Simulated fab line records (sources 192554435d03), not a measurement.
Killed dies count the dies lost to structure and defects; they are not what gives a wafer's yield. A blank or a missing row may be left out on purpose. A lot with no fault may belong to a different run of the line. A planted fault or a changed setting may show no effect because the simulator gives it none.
fab line records | flow n5-finfet
record: lots: 4 wafers: 12 last-day: 15
route steps=1938 shown BEOL_M4@1099 BEOL_M5@1112 MIM_TOP_ETCH@1853 PASSIVATION@1936
lots with no fault: from the same line, run without faults
start-h: hours from the record's opening day to when the first of the lot's shown wafers began | wait-h: hours elapsed since this lot's preceding step | " as in the row above | L1.1+2: one row covering several wafers at once | - value missing, or start not given | * or withheld: withheld | < > ~ a bound
route shown NAME@n: names a module that has steps shown in the file, with the first one's number in the route | usual: mean/standard deviation of fault-free wafers | same: alike in all rows | chamber/n: place in a boat | sites: the reading at each site | _std_site: their standard deviation | _edge_site: inner sites' mean taken away from outer sites' mean | radius-mm: how far each site lies from the wafer's centre | mask NAME#n: copy n | behind: tool/chamber where the wafer was last shaped | hold: reason for holding the lot/hours on hold/outcome of the hold | device: names the non-switching transistor (n, p or np) | end of line: at the end of the route, the tests of the same wafers | step lacking rows: just its recipe | killed: not the wafer's yield, but the dies lost to structure and defects at the first sort | map: a wafer's dies, x killed, . not, _ none there
set.NAME: setting as actually run; set.NAME@STEP: the setting as run at that earlier step | model.NAME: the simulator's own value behind a step, which no gauge read
a table for each step, a row for each wafer; lots at some steps of the route
services: when a tool's chamber went out of use (start-h, in hours from the record's first day, below 0 if earlier), for how many hours, and the reason
== steps ==
step: N5_BEOL_M4_ANNEAL_95
recipe: temp-c: 400 time-s: 240 ambient: vacuum
step: N5_BEOL_M4_SPUTTER_96
recipe: material: Cu target-thk-a: 45 temp-c: -20 chamber-pressure-pa: 0.07 power-w: withheld time-s: 8.29
step: N5_BEOL_M4_ECD_50
recipe: material: Cu target-thk-a: 3000
step: N5_BEOL_M4_ANNEAL_51
recipe: temp-c: 225 time-s: 90 ambient: N2
step: N5_BEOL_M4_CMP_52
recipe: stop-on: SiOC t-overpolish-s: 6.8 down-force-psi: 1 platen-rpm: 50 clearing-platen-down-force-psi: 1.5 clearing-platen-rpm: 50 post-cmp-clean: cu-alkaline target-thk-nm: 40 clearing-platen-pad-velocity-m-s: 0.99484 pad-velocity-m-s: 0.99484
step: N5_BEOL_M4_PRE_CLEAN_60
recipe: gas: NH3/H2 time-s: 15 temp-c: * rf-power-w: 300
step: N5_BEOL_M4_CO_CAP_55
recipe: material: Co target-thk-a: 20 temp-c: 200 precursor: CCTBA/H2 pressure-torr: 30 time-s: 102.1
step: N5_BEOL_M4_PRE_CLEAN_56
recipe: gas: NH3 time-s: 15 temp-c: withheld rf-power-w: 300
step: N5_BEOL_M4_DEP_57
recipe: material: SiCN target-thk-a: 80 temp-c: withheld precursor: 3MS/NH3 pressure-torr: 3 rf-w: 202 time-s: 14
step: N5_BEOL_M4_RC_MEAS_101
usual: DIBL_N: 36.3/1 DIBL_P: 36.2/1.4 IOFF_N: 0.157/0.021 IOFF_P: 0.206/0.025 ION_N: 673/9 ION_P: 461/6.4 SS_N: 71.5/0.5 SS_P: 73.2/0.47 VT_N: 249.9/2.4 VT_P: -250.6/2.9
columns lot.wafer tool chamber start-h wait-h DIBL_N[mV/V] DIBL_P[mV/V] IOFF_N[nA/um] IOFF_P[nA/um] ION_N[uA/um] ION_P[uA/um] SS_N[mV/dec] SS_P[mV/dec] VT_N[mV] VT_P[mV]
L812.1 prober-02 0 178.01 0.0 35.8 36.6 0.150 0.210 671 465 71.7 73.4 249.6 -250.8
L812.3 " 0 " " 36.3 37.5 0.164 0.215 680 468 71.0 74.2 252.6 -251.1
L812.5 " 0 " " 36.8 38.1 0.172 0.221 687 469 71.5 73.7 249.8 -249.4
L821.1 prober-01 0 233.89 0.0 36.4 36.5 0.167 0.216 683 464 71.9 72.3 247.8 -248.5
L821.3 " 0 " " 35.2 35.3 0.140 0.192 667 462 71.3 73.0 250.2 -251.0
L821.5 " 0 " " 37.2 37.3 0.179 0.237 681 470 71.3 73.4 247.5 -245.6
L822.3 prober-02 0 237.44 0.3 38.8 39.5 0.204 0.247 677 460 72.6 74.1 248.8 -250.0
L822.5 " 0 " " 36.2 36.4 0.145 0.191 665 457 72.5 73.2 256.0 -251.6
L822.6 " 0 " " 36.1 36.1 0.147 0.190 677 464 72.6 72.7 251.3 -252.7
L827.1 prober-02 0 268.33 0.0 35.8 37.4 0.156 0.204 668 457 71.8 73.7 249.6 -252.1
L827.2 " 0 " " 36.3 37.3 0.171 0.208 682 462 71.4 72.8 248.6 -249.7
L827.3 " 0 " " 36.2 36.7 0.161 0.196 676 461 71.2 72.6 249.1 -251.0
step: N5_BEOL_M5_ILD_DEP_00
recipe: material: SiCOH_lowk target-thk-a: 1406.4 temp-c: 300 precursor: DEMS/porogen pressure-torr: 5 rf-w: 500 time-s: 25.9
step: N5_BEOL_M5_CURE_79
recipe: temp-c: 385 time-s: 240 ambient: He/Ar material: SiCOH_lowk
step: N5_BEOL_M5_PECVD_70
recipe: material: SiO2 target-thk-a: 160 temp-c: 400 precursor: TEOS/O2 pressure-torr: 5.5 rf-w: 450 teos-flow-sccm: 53.8 gas: O2 flow-sccm: 3000 time-s: 18
step: N5_BEOL_M5_HM_DEP_02
recipe: material: TiN target-thk-a: 200 temp-c: 25 chamber-pressure-pa: 0.49996
step: N5_BEOL_M5_COAT_59
recipe: resist: SOC temp-c: 250 time-s: 60 spin-rpm: 1500 resist-thk-nm: 60
step: N5_BEOL_M5_COAT_60
recipe: resist: SiARC temp-c: 220 time-s: 60 spin-rpm: 1500 resist-thk-nm: 12
step: N5_BEOL_M5_COAT_71
recipe: resist: underlayer temp-c: 205 time-s: 60 spin-rpm: 1500 resist-thk-nm: 5
step: N5_BEOL_M5_COAT_05
recipe: resist: CAR-EUV spin-rpm: 1500 resist-thk-nm: 30
step: N5_BEOL_M5_EBR_07
recipe: solvent: PGMEA ebr-width-mm: 1.5
step: N5_BEOL_M5_SOFTBAKE_06
recipe: temp-c: 110 time-s: 60 resist: CAR-EUV
step: N5_BEOL_M5_EXPOSE_08
recipe: mask-id: M5 na: 0.33 source-shape: annular sigma-inner: 0.4 sigma-outer: 0.8 polarization: unpolarized target-cd-nm: 28 dose-mj: 35.75
step: N5_BEOL_M5_PEB_09
recipe: peb-temp-c: 100 peb-time-s: 60 resist: CAR-EUV
step: N5_BEOL_M5_DEVELOP_10
recipe: develop-time-s: 30 developer: TMAH resist: CAR-EUV rinse-liquid: surfactant-rinse dry: air-spin dev-temp-c: 23
step: N5_BEOL_M5_DESCUM_16
recipe: chemistry: O2 time-s: 7 source-power-w: 50 bias-power-w: 20 pressure-mtorr: 20 rf-frequency-hz: 2.712e+07 temp-c: 40 resist: CAR-EUV o2-flow-sccm: 225
step: N5_BEOL_M5_ETCH_72
recipe: chemistry: N2/H2 target: underlayer target-depth-a: 65 mask-material: CAR-EUV time-s: 5.2 ion-energy-ev: 200 pressure-mtorr: 30 source-w: 840 bias-w: 150 n2-flow-sccm: 200 h2-flow-sccm: 200 ends: cleared
step: N5_BEOL_M5_ETCH_61
recipe: chemistry: CF4 target: SiARC target-depth-a: 156 mask-material: CAR-EUV time-s: 26 ion-energy-ev: 80 pressure-mtorr: 40 source-w: 545 bias-w: 36 Ar_flow_sccm: 100 cf4-flow-sccm: 100 ends: cleared
step: N5_BEOL_M5_ETCH_62
recipe: chemistry: N2/H2 target: SOC target-depth-a: 750 overetch-a: 150 mask-material: SiARC temp-c: 40 time-s: 112.5 ion-energy-ev: 200 pressure-mtorr: 30 source-w: 840 bias-w: 150 n2-flow-sccm: 200 h2-flow-sccm: 200
step: N5_BEOL_M5_STRIP_63
recipe: chemistry: N2/H2 temp-c: 40 n2-flow-sccm: 200 h2-flow-sccm: 200 rf-frequency-hz: 6e+07
step: N5_BEOL_M5_STRIP_73
recipe: chemistry: N2/H2 temp-c: 40 n2-flow-sccm: 200 h2-flow-sccm: 200 rf-frequency-hz: 6e+07
step: N5_BEOL_M5_STRIP_64
recipe: chemistry: CF4 resist: SiARC power-w: 300 bias-power-w: 75 pressure-mtorr: 50 cf4-flow-sccm: 150 rf-frequency-hz: 6e+07
step: N5_BEOL_M5_HM_OPEN_17
recipe: chemistry: Cl2/BCl3 target-depth-a: 200 overetch-a: 60 target: TiN mask-material: SOC ion-energy-ev: 150 pressure-mtorr: 10 icp-w: 1000 bias-w: 126 Cl2_flow_sccm: 53.25 bcl3-flow-sccm: 21.75 Ar_flow_sccm: 25
step: N5_BEOL_M5_STRIP_19
recipe: chemistry: O2 power-w: 400 temp-c: 40 pressure-mtorr: 30 rf-frequency-hz: 6e+07 bias-power-w: 0 overash-fraction: 0.2 o2-flow-sccm: 225
step: N5_BEOL_M5_COAT_65
recipe: resist: SOC temp-c: 250 time-s: 60 spin-rpm: 1500 resist-thk-nm: 60
step: N5_BEOL_M5_COAT_66
recipe: resist: SiARC temp-c: 220 time-s: 60 spin-rpm: 1500 resist-thk-nm: 12
step: N5_MIM_TOP_ETCH_PECVD_03
recipe: material: SiNx target-thk-a: 200 temp-c: 400 precursor: SiH4/NH3/N2 pressure-torr: 1.5 rf-w: 300 time-s: 17.6
usual: heater-power-w: 813/110 showerhead-plenum-p-Torr: 5.09/0.055 throttle-valve-pct: 40.7/2.4
columns lot.wafer tool chamber start-h wait-h heater-power-w showerhead-plenum-p-Torr throttle-valve-pct model.SiNx_of_MIM_TOP_ETCH_PECVD_03.thk-nm
L812.1 pecvd-02 1 270.61 - 784 5.05 42.5 19.8
L812.3 " 2 " " 776 5.02 36.4 19.8
L812.5 " 1 " " 781 5.04 42.8 20.2
L821.1 pecvd-02 1 313.94 - 812 5.04 42.7 31.6
L821.3 " 0 " " 620 5.07 42.9 31.6
L821.5 " 2 " " 741 5.01 36.7 20.2
L822.3 pecvd-02 2 325.99 - 769 5.04 36.7 31.8
L822.5 " 1 " " 776 5.04 43.0 20.4
L822.6 " 0 " " 659 5.08 43.2 20.4
L827.1 pecvd-01 2 352.10 - 775 5.04 38.9 19.6
L827.2 " 1 " " 843 5.13 42.5 19.8
L827.3 " 0 " " 962 5.14 42.2 19.8
step: N5_PASSIVATION_PROBE_49
usual: defect-limited-yield: 91.1/1.3 killed_at_M0_to_M3: 36/10 killed_at_M4_up: 14/4.4 killed-at-contacts: 14/5.7 killed-at-front-end: 39/9.4 killed-at-other: 2.9/2.6 killed-dies: 105/15 killed-on-rim: 14/3.5 killed-open: 70/12 killed-short: 34/7.1 sort_bin_5_function: 5.3/0.77 sort_bin_6_memory: 3.3/0.66 sort-n-pass: 1075/15 sort-yield-pct: 91.1/1.3
same: gross-dies: 1180 killed-at-back-side: 0 sort_bin_4_leakage[%]: 0 sort_bin_8_speed[%]: 0
columns lot.wafer tool chamber start-h wait-h defect-limited-yield[%] killed_at_M0_to_M3 killed_at_M4_up killed-at-contacts killed-at-front-end killed-at-other killed-dies killed-on-rim killed-open killed-short sort_bin_5_function[%] sort_bin_6_memory[%] sort-n-pass sort-yield-pct[%]
L821.1 prober-02 - 323.88 0.0 0 37 12 5 37 1089 1180 152 72 26 5.5 2.6 0 0
L821.3 prober-02 - 323.98 0.1 0 38 9 16 36 1081 1180 152 75 32 4.2 4.7 0 0
L822.3 prober-01 - 336.33 0.1 0 37 17 19 33 1074 1180 152 74 33 5.3 3.4 0 0
killed by level:class
L821.1 MIM_TOP_ETCH:area-pecvd=1081 STI_FIN_REVEAL:geometric-particle:open=10 BEOL_M1:geometric-particle:open=9 STARTING-WAFER:geometric-particle:open=8 BEOL_M2:geometric-particle:open=7 BEOL_M3:geometric-particle:open=7 BEOL_M0_SAQP:geometric-particle:short=6 BEOL_M0_SAQP:geometric-particle:open=5
L821.3 MIM_TOP_ETCH:area-pecvd=1073 MOL_CONTACT_COAG:geometric-particle:open=14 BEOL_M0_SAQP:geometric-particle:open=10 STI_FIN_REVEAL:geometric-particle:open=9 BEOL_M0_SAQP:geometric-particle:short=7 FIN_SAQP:geometric-particle:open=6 BEOL_M1:geometric-particle:open=6 BEOL_M2:geometric-particle:open=6
L822.3 MIM_TOP_ETCH:area-pecvd=1073 MOL_CONTACT_COAG:geometric-particle:open=13 BEOL_M2:geometric-particle:open=12 FIN_SAQP:geometric-particle:open=7 DUMMY_GATE:geometric-particle:open=7 MOL_CONTACT_COAG:geometric-particle:short=6 BEOL_M0_SAQP:geometric-particle:short=5 BEOL_M0_SAQP:geometric-particle:open=5
map L821.1 (x killed, . not)
_________________xxxxxxxxxxxx________________
______________xxxxxxxxxxxxxxxxxx_____________
___________xxxxxxxxxxxxxxxxxxxxxxxx__________
__________xxxxxxxxxxxxxxxxxxxxxxxxxx_________
________xxxxxxxxxxxxxxxxxxxxxxxxxxxxxx_______
_______xxxxxxxxxxxxxxxxxxxxxxxxxxxxxxxx______
______xxxxxxxxxxxxxxxxxxxxxxxxxxxxxxxxxx_____
_____xxxxxxxxxxxxxxxxxxxxxxxxxxxxxxxxxxxx____
____xxxxxxxxxxxxxxxxxxxxxxxxxxxxxxxxxxxxxx___
___xxxxxxxxxxxxxxxxxxxxxxxxxxxxxxxxxxxxxxxx__
___xxxxxxxxxxxxxxxxxxxxxxxxxxxxxxxxxxxxxxxx__
__xxxxxxxxxxxxxxxxxxxxxxxxxxxxxxxxxxxxxxxxxx_
__xxxxxxxxxxxxxxxxxxxxxxxxxxxxxxxxxxxxxxxxxx_
_xxxxxxxxxxxxxxxxxxxxxxxxxxxxxxxxxxxxxxxxxxxx
_xxxxxxxxxxxxxxxxxxxxxxxxxxxxxxxxxxxxxxxxxxxx
_xxxxxxxxxxxxxxxxxxxxxxxxxxxxxxxxxxxxxxxxxxxx
_xxxxxxxxxxxxxxxxxxxxxxxxxxxxxxxxxxxxxxxxxxxx
_xxxxxxxxxxxxxxxxxxxxxxxxxxxxxxxxxxxxxxxxxxxx
_xxxxxxxxxxxxxxxxxxxxxxxxxxxxxxxxxxxxxxxxxxxx
_xxxxxxxxxxxxxxxxxxxxxxxxxxxxxxxxxxxxxxxxxxxx
_xxxxxxxxxxxxxxxxxxxxxxxxxxxxxxxxxxxxxxxxxxxx
__xxxxxxxxxxxxxxxxxxxxxxxxxxxxxxxxxxxxxxxxxx_
__xxxxxxxxxxxxxxxxxxxxxxxxxxxxxxxxxxxxxxxxxx_
___xxxxxxxxxxxxxxxxxxxxxxxxxxxxxxxxxxxxxxxx__
___xxxxxxxxxxxxxxxxxxxxxxxxxxxxxxxxxxxxxxxx__
____xxxxxxxxxxxxxxxxxxxxxxxxxxxxxxxxxxxxxx___
_____xxxxxxxxxxxxxxxxxxxxxxxxxxxxxxxxxxxx____
______xxxxxxxxxxxxxxxxxxxxxxxxxxxxxxxxxx_____
_______xxxxxxxxxxxxxxxxxxxxxxxxxxxxxxxx______
________xxxxxxxxxxxxxxxxxxxxxxxxxxxxxx_______
__________xxxxxxxxxxxxxxxxxxxxxxxxxx_________
___________xxxxxxxxxxxxxxxxxxxxxxxx__________
______________xxxxxxxxxxxxxxxxxx_____________
_________________xxxxxxxxxxxx________________
map L822.3 (x killed, . not)
_________________xxxxxxxxxxxx________________
______________xxxxxxxxxxxxxxxxxx_____________
___________xxxxxxxxxxxxxxxxxxxxxxxx__________
__________xxxxxxxxxxxxxxxxxxxxxxxxxx_________
________xxxxxxxxxxxxxxxxxxxxxxxxxxxxxx_______
_______xxxxxxxxxxxxxxxxxxxxxxxxxxxxxxxx______
______xxxxxxxxxxxxxxxxxxxxxxxxxxxxxxxxxx_____
_____xxxxxxxxxxxxxxxxxxxxxxxxxxxxxxxxxxxx____
____xxxxxxxxxxxxxxxxxxxxxxxxxxxxxxxxxxxxxx___
___xxxxxxxxxxxxxxxxxxxxxxxxxxxxxxxxxxxxxxxx__
___xxxxxxxxxxxxxxxxxxxxxxxxxxxxxxxxxxxxxxxx__
__xxxxxxxxxxxxxxxxxxxxxxxxxxxxxxxxxxxxxxxxxx_
__xxxxxxxxxxxxxxxxxxxxxxxxxxxxxxxxxxxxxxxxxx_
_xxxxxxxxxxxxxxxxxxxxxxxxxxxxxxxxxxxxxxxxxxxx
_xxxxxxxxxxxxxxxxxxxxxxxxxxxxxxxxxxxxxxxxxxxx
_xxxxxxxxxxxxxxxxxxxxxxxxxxxxxxxxxxxxxxxxxxxx
_xxxxxxxxxxxxxxxxxxxxxxxxxxxxxxxxxxxxxxxxxxxx
_xxxxxxxxxxxxxxxxxxxxxxxxxxxxxxxxxxxxxxxxxxxx
_xxxxxxxxxxxxxxxxxxxxxxxxxxxxxxxxxxxxxxxxxxxx
_xxxxxxxxxxxxxxxxxxxxxxxxxxxxxxxxxxxxxxxxxxxx
_xxxxxxxxxxxxxxxxxxxxxxxxxxxxxxxxxxxxxxxxxxxx
__xxxxxxxxxxxxxxxxxxxxxxxxxxxxxxxxxxxxxxxxxx_
__xxxxxxxxxxxxxxxxxxxxxxxxxxxxxxxxxxxxxxxxxx_
___xxxxxxxxxxxxxxxxxxxxxxxxxxxxxxxxxxxxxxxx__
___xxxxxxxxxxxxxxxxxxxxxxxxxxxxxxxxxxxxxxxx__
____xxxxxxxxxxxxxxxxxxxxxxxxxxxxxxxxxxxxxx___
_____xxxxxxxxxxxxxxxxxxxxxxxxxxxxxxxxxxxx____
______xxxxxxxxxxxxxxxxxxxxxxxxxxxxxxxxxx_____
_______xxxxxxxxxxxxxxxxxxxxxxxxxxxxxxxx______
________xxxxxxxxxxxxxxxxxxxxxxxxxxxxxx_______
__________xxxxxxxxxxxxxxxxxxxxxxxxxx_________
___________xxxxxxxxxxxxxxxxxxxxxxxx__________
______________xxxxxxxxxxxxxxxxxx_____________
_________________xxxxxxxxxxxx________________
== services ==
columns tool chamber start-h hours kind
pecvd-02 2 256.98 2.1 scheduled-down
pecvd-01 1 271.54 5.0 scheduled-down
== key ==
first-sign: step: N5_PASSIVATION_PROBE_49 reading: killed-at-other direction: up sigmas: 99+ usual: 2.9 struck: 1081.3
effect: step: N5_PASSIVATION_PROBE_49 reading: defect-limited-yield direction: down sigmas: 72 usual: 91.1 struck: 0
model-effect: step: N5_MIM_TOP_ETCH_PECVD_03 value: SiNx_of_MIM_TOP_ETCH_PECVD_03.thk-nm without: 20.13 struck: 31.67
more-kills-born-at: N5_MIM_TOP_ETCH_PECVD_03@pecvd-02: 3227
met-at N5_MIM_TOP_ETCH_PECVD_03
struck-wafers L821.1,L821.3,L822.3
later-rows-left-out L821.1,L821.3,L822.3
onset-between 270.61 313.94
fault: kind: process-parameter-drift tool: pecvd-02 chamber: - onset-h: 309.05 steps: N5_MIM_TOP_ETCH_PECVD_03 channel: time-s offset: * shape: step end-h: 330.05 scope: struck-wafers-only acts-in: * stated: *
later-rows-left-out: the simulator's readings of these wafers behind a module that went badly wrong aren't trusted and aren't shown, but for the sort
